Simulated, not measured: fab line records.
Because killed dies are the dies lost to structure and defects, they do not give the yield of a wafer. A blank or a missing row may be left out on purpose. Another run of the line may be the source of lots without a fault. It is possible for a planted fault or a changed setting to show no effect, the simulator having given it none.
The tool behind it: which one?	flow nandHarc	24 lots, 72 wafers sampled, at 6 steps of a route of 1302

## WHAT THE GAUGES SHOWED, per wafer
NHARC_A_CHANNEL_HOLE_D1_OVL_MEAS_11.
lot	measured	on	overlayXNm (nm)	overlayYNm (nm)
L074	day 8 10:40	overlay-01	1.0 -0.1 0.5	0.6 0.2 0.2
L075	day 9 02:02	overlay-02	-0.1 -0.1 0.4	0.0 1.2 0.4
L076	day 9 11:04	overlay-01	-0.6 -0.6 -0.8	-0.3 -0.2 -0.7
L077	day 9 14:35	overlay-02	-1.3 -0.5 -0.6	-0.2 -0.6 0.3
L078	day 9 23:12	overlay-01	-1.1 -0.8 -0.8	-0.1 -0.2 -0.1
L079	day 10 09:58	overlay-01	1.2 1.3 1.6	1.4 1.7 1.7
L080	day 11 02:02	overlay-02	0.0 0.1 0.1	-0.8 -0.6 -1.2
L081	day 11 02:11	overlay-01	0.1 0.0 0.0	-1.3 -0.7 -1.4
L082	day 12 01:11	overlay-01	0.8 0.9 1.0	0.3 0.0 0.1
L083	day 12 12:29	overlay-02	-0.2 0.3 0.6	1.0 1.4 1.0
L084	day 12 13:08	overlay-02	0.5 1.1 1.0	0.4 0.2 0.2
L085	day 13 03:56	overlay-02	-1.1 -0.5 -1.0	1.1 1.3 1.2
L086	day 13 06:06	overlay-01	-1.9 -1.7 -2.1	-0.3 -0.9 -0.5
L087	day 13 16:03	overlay-01	1.2 1.3 1.2	0.3 0.0 -0.4
L089	day 14 13:17	overlay-02	-0.9 -0.7 -1.2	-0.8 -1.4 -1.2
L088	day 14 14:32	overlay-02	-1.5 -0.2 -0.9	-2.2 -2.0 -1.2
L090	day 15 03:44	overlay-02	-2.5 -1.6 -1.9	1.4 1.4 1.4
L091	day 15 05:39	overlay-01	-0.1 0.6 0.3	0.9 0.5 1.1
L092	day 15 20:26	overlay-02	0.5 -0.2 0.1	-0.7 -1.4 -0.9
L093	day 16 06:13	overlay-02	-0.6 -0.2 -0.4	-1.0 -1.3 -1.2
L095	day 17 00:59	overlay-01	0.0 -0.2 0.1	0.7 0.7 0.5
L094	day 17 14:58	overlay-02	0.0 0.2 0.5	-0.8 -0.9 -0.4
L096	day 18 02:13	overlay-02	0.3 0.6 0.1	-1.3 -1.0 -0.3
L097	day 18 01:26	overlay-01	1.9 1.1 1.5	-0.4 -0.2 0.4

NHARC_A_ONON_D2_THK_MEAS_08: measures by ellipsometry.
lot	measured	on	thkNm (nm)
L074	day 12 07:57	filmMetro-02	1000 999 1000
L075	day 13 06:50	filmMetro-01	994 993 993
L076	day 13 04:02	filmMetro-02	994 994 994
L077	day 13 04:04	filmMetro-02	1011 1011 1010
L078	day 14 00:19	filmMetro-01	1008 1010 1010
L079	day 14 07:35	filmMetro-01	986 986 986
L080	day 14 23:29	filmMetro-02	1009 1010 1009
L081	day 14 23:30	filmMetro-01	997 997 997
L082	day 15 21:56	filmMetro-01	1010 1009 1008
L083	day 16 13:29	filmMetro-02	998 1000 999
L084	day 16 13:40	filmMetro-02	995 994 994
L085	day 17 02:58	filmMetro-01	1025 1026 1026
L086	day 17 02:52	filmMetro-01	998 998 998
L087	day 17 11:50	filmMetro-01	998 997 996
L089	day 18 07:03	filmMetro-02	1009 1011 1012
L088	day 18 07:14	filmMetro-02	1005 1005 1005
L090	day 19 05:54	filmMetro-01	1009 1006 1008
L091	day 19 05:52	filmMetro-02	1007 1010 1008
L092	day 20 05:27	filmMetro-01	1016 1017 1019
L093	day 20 05:32	filmMetro-01	992 992 991
L095	day 20 21:40	filmMetro-02	997 997 996
L094	day 21 20:50	filmMetro-01	997 997 995
L096	day 22 07:19	filmMetro-02	1004 1006 1003
L097	day 22 07:31	filmMetro-01	994 996 995

## EACH LOT AND THE TOOL THAT RAN IT (in order: tool; ch and the chambers of the sampled wafers; start)
lot	NHARC_P_BONDPAD_DEGAS_25	NHARC_P_BONDPAD_PRE_CLEAN_26	NHARC_A_CHANNEL_HOLE_D1_ETCH_21	NHARC_A_CHANNEL_FILL_D1_ETCHBACK_08
L074	pvdSputter-02, day 6 14:46	pvdSputter-02, day 8 10:40 or earlier	harEtch-01 ch 0,1, day 8 12:41	rieDiel-10 ch 0,1,2, day 12 07:57 or earlier
L075	pvdSputter-02, day 7 06:41	pvdSputter-02, day 9 02:02 or earlier	harEtch-02 ch 0,1, day 9 03:44	rieDiel-09 ch 1,2,3, day 13 06:50 or earlier
L076	pvdSputter-02, day 7 14:06	pvdSputter-02, day 9 11:04 or earlier	harEtch-01 ch 0,1, day 9 12:57	rieDiel-09 ch 0,2,3, day 13 04:02 or earlier
L077	pvdSputter-02, day 7 19:59	pvdSputter-02, day 9 14:35 or earlier	harEtch-02 ch 0,1, day 9 16:17	rieDiel-07 ch 2,3, day 13 04:04 or earlier
L078	pvdSputter-01, day 8 05:26	pvdSputter-01, day 9 23:12 or earlier	harEtch-02 ch 0,1, day 10 00:58	rieDiel-09 ch 0,1, day 14 00:19 or earlier
L079	pvdSputter-02, day 8 11:54	pvdSputter-02, day 10 09:58 or earlier	harEtch-01 ch 0,1, day 10 11:44	rieDiel-10 ch 0,1,2, day 14 07:35 or earlier
L080	pvdSputter-02, day 9 03:22	pvdSputter-02, day 11 02:02 or earlier	harEtch-02 ch 0,1, day 11 03:47	rieDiel-09 ch 1,2, day 14 23:29 or earlier
L081	pvdSputter-01, day 9 12:13	pvdSputter-01, day 11 02:11 or earlier	harEtch-01 ch 0,1, day 11 04:10	rieDiel-10 ch 2,3, day 14 23:30 or earlier
L082	pvdSputter-01, day 10 04:37	pvdSputter-01, day 12 01:11 or earlier	harEtch-01 ch 0,1, day 12 03:37	rieDiel-09 ch 1,3, day 15 21:56 or earlier
L083	pvdSputter-02, day 10 19:58	pvdSputter-02, day 12 12:29 or earlier	harEtch-02 ch 0,1, day 12 15:24	rieDiel-10 ch 1,2, day 16 13:29 or earlier
L084	pvdSputter-02, day 10 20:41	pvdSputter-02, day 12 13:08 or earlier	harEtch-01 ch 0,1, day 12 15:28	rieDiel-07 ch 0,2, day 16 13:40 or earlier
L085	pvdSputter-02, day 11 06:23	pvdSputter-02, day 13 03:56 or earlier	harEtch-02 ch 0,1, day 13 05:46	rieDiel-07 ch 1,2, day 17 02:58 or earlier
L086	pvdSputter-01, day 11 12:39	pvdSputter-01, day 13 06:06 or earlier	harEtch-01 ch 0, day 13 08:31	rieDiel-10 ch 0,3, day 17 02:52 or earlier
L087	pvdSputter-01, day 11 22:04	pvdSputter-01, day 13 16:03 or earlier	harEtch-02 ch 0,1, day 13 17:45	rieDiel-10 ch 0,1,3, day 17 11:50 or earlier
L089	pvdSputter-01, day 12 16:59	pvdSputter-01, day 14 13:17 or earlier	harEtch-02 ch 0,1, day 14 15:15	rieDiel-09 ch 1,2,3, day 18 07:03 or earlier
L088	pvdSputter-01, day 12 17:40	pvdSputter-01, day 14 14:32 or earlier	harEtch-01 ch 0,1, day 14 16:16	rieDiel-10 ch 1,2,3, day 18 07:14 or earlier
L090	pvdSputter-02, day 13 10:40	pvdSputter-02, day 15 03:44 or earlier	harEtch-02 ch 1, day 15 06:19	rieDiel-10 ch 1,2,3, day 19 05:54 or earlier
L091	pvdSputter-01, day 13 11:58	pvdSputter-01, day 15 05:39 or earlier	harEtch-01 ch 0,1, day 15 10:44	rieDiel-07 ch 1,2,3, day 19 05:52 or earlier
L092	pvdSputter-02, day 14 00:25	pvdSputter-02, day 15 20:26 or earlier	harEtch-01 ch 0,1, day 16 02:43	rieDiel-09 ch 0,1, day 20 05:27 or earlier
L093	pvdSputter-01, day 14 13:05	pvdSputter-01, day 16 06:13 or earlier	harEtch-02 ch 0,1, day 16 08:00	rieDiel-10 ch 0,2, day 20 05:32 or earlier
L095	pvdSputter-02, day 15 06:16	pvdSputter-02, day 17 00:59 or earlier	harEtch-01 ch 0,1, day 17 02:43	rieDiel-10 ch 0,1,2, day 20 21:40 or earlier
L094	pvdSputter-02, day 15 17:22	pvdSputter-02, day 17 14:58 or earlier	harEtch-02 ch 0,1, day 17 16:44	rieDiel-09 ch 1,2, day 21 20:50 or earlier
L096	pvdSputter-03, day 15 23:44	pvdSputter-03, day 18 02:13 or earlier	harEtch-02 ch 0,1, day 18 05:19	rieDiel-10 ch 0,2,3, day 22 07:19 or earlier
L097	pvdSputter-02, day 16 00:20	pvdSputter-02, day 18 01:26 or earlier	harEtch-01 ch 0,1, day 18 04:26	rieDiel-09 ch 0,2,3, day 22 07:31 or earlier
- NHARC_P_BONDPAD_DEGAS_25: time 60 s.
- NHARC_P_BONDPAD_PRE_CLEAN_26: time 30 s.
- NHARC_A_CHANNEL_HOLE_D1_ETCH_21: etches the open film in C4F8/O2/Ar, time 514.3 s, target depth 1600 nm.
- NHARC_A_CHANNEL_FILL_D1_ETCHBACK_08: etches the open film in C4F8, target depth 220 nm, time 110 s.

## WHAT THE TOOLS THEMSELVES READ (means of the sampled wafers that have a number; where no wafer has one, the mark that the record gives instead)
NHARC_P_BONDPAD_DEGAS_25.
lot	tool	heaterPowerW (W)
L074	pvdSputter-02	467
L075	pvdSputter-02	426
L076	pvdSputter-02	444
L077	pvdSputter-02	464
L078	pvdSputter-01	474
L079	pvdSputter-02	435
L080	pvdSputter-02	413
L081	pvdSputter-01	458
L082	pvdSputter-01	470
L083	pvdSputter-02	463
L084	pvdSputter-02	432
L085	pvdSputter-02	414
L086	pvdSputter-01	483
L087	pvdSputter-01	478
L089	pvdSputter-01	471
L088	pvdSputter-01	454
L090	pvdSputter-02	408
L091	pvdSputter-01	467
L092	pvdSputter-02	439
L093	pvdSputter-01	447
L095	pvdSputter-02	432
L094	pvdSputter-02	427
L096	pvdSputter-03	426
L097	pvdSputter-02	434

NHARC_P_BONDPAD_PRE_CLEAN_26.
lot	tool	heaterPowerW (W)
L074	pvdSputter-02	389
L075	pvdSputter-02	387
L076	pvdSputter-02	403
L077	pvdSputter-02	389
L078	pvdSputter-01	423
L079	pvdSputter-02	405
L080	pvdSputter-02	402
L081	pvdSputter-01	395
L082	pvdSputter-01	407
L083	pvdSputter-02	389
L084	pvdSputter-02	399
L085	pvdSputter-02	389
L086	pvdSputter-01	413
L087	pvdSputter-01	398
L089	pvdSputter-01	406
L088	pvdSputter-01	418
L090	pvdSputter-02	390
L091	pvdSputter-01	396
L092	pvdSputter-02	411
L093	pvdSputter-01	401
L095	pvdSputter-02	383
L094	pvdSputter-02	401
L096	pvdSputter-03	398
L097	pvdSputter-02	373

NHARC_A_CHANNEL_HOLE_D1_ETCH_21.
lot	tool	drypumpMotorCurrentA (A)	showerheadPlenumPTorr (Torr)	throttleValvePct (%)
L074	harEtch-01	5.87	3.70	32.155
L075	harEtch-02	5.81	3.42	32.156
L076	harEtch-01	5.91	3.65	32.154
L077	harEtch-02	5.72	3.42	32.157
L078	harEtch-02	5.79	3.42	32.157
L079	harEtch-01	5.88	3.68	32.145
L080	harEtch-02	5.81	3.41	32.156
L081	harEtch-01	5.88	3.68	32.155
L082	harEtch-01	5.93	3.63	32.153
L083	harEtch-02	5.71	3.76	32.145
L084	harEtch-01	5.90	3.63	32.157
L085	harEtch-02	5.71	3.75	32.164
L086	harEtch-01	5.82	3.70	32.153
L087	harEtch-02	5.79	3.57	32.160
L089	harEtch-02	5.79	3.57	32.152
L088	harEtch-01	5.88	3.65	32.150
L090	harEtch-02	5.63	3.91	32.153
L091	harEtch-01	5.92	3.61	32.156
L092	harEtch-01	5.91	3.60	32.150
L093	harEtch-02	5.73	3.91	32.162
L095	harEtch-01	5.87	3.63	32.156
L094	harEtch-02	5.80	3.91	32.158
L096	harEtch-02	5.71	3.90	32.150
L097	harEtch-01	5.92	3.58	32.161

NHARC_A_CHANNEL_FILL_D1_ETCHBACK_08.
lot	tool	oesProductAu (a.u.)	rfVppV (V)
L074	rieDiel-10	0.99	440.5
L075	rieDiel-09	1.00	439.8
L076	rieDiel-09	0.96	442.1
L077	rieDiel-07	0.93	444.5
L078	rieDiel-09	0.93	440.8
L079	rieDiel-10	1.00	439.8
L080	rieDiel-09	0.93	440.2
L081	rieDiel-10	1.00	437.6
L082	rieDiel-09	1.00	440.0
L083	rieDiel-10	0.99	439.5
L084	rieDiel-07	0.93	443.9
L085	rieDiel-07	0.92	441.9
L086	rieDiel-10	0.93	439.5
L087	rieDiel-10	0.92	440.5
L089	rieDiel-09	0.92	440.0
L088	rieDiel-10	0.92	440.1
L090	rieDiel-10	0.93	439.7
L091	rieDiel-07	1.00	442.2
L092	rieDiel-09	1.00	441.6
L093	rieDiel-10	0.93	439.0
L095	rieDiel-10	1.00	440.4
L094	rieDiel-09	0.93	440.0
L096	rieDiel-10	0.92	440.1
L097	rieDiel-09	0.93	441.4

## THE ANSWER, worked out from the rows above alone
Rule: the lots themselves supply what counts as usual. The widest of any qualifying gaps counts: lots, ordered by their means at a reading, are off when they make up no more than a third of the lots, leave a main group of 4 or more, and stand apart from it by 3 or more times the standard deviation of that group's means. The tables above print the reading to a certain number of digits; a main group whose means all agree to those digits is not used. A lot without any number at a reading at which 4 lots or more have one is off too. Where the step has rows for the other lots, those lots are counted as sound. Order of review: gauges by route order, followed by the tools' own readings, for which a lot's mean as printed above is used. At the first step where some lot is off, the reading lying furthest off is the one used; lots without a number count as furthest.
No lot is off on any of the readings shown, so nothing can be concluded from this.

## WHAT THE SIMULATOR HAD PUT IN
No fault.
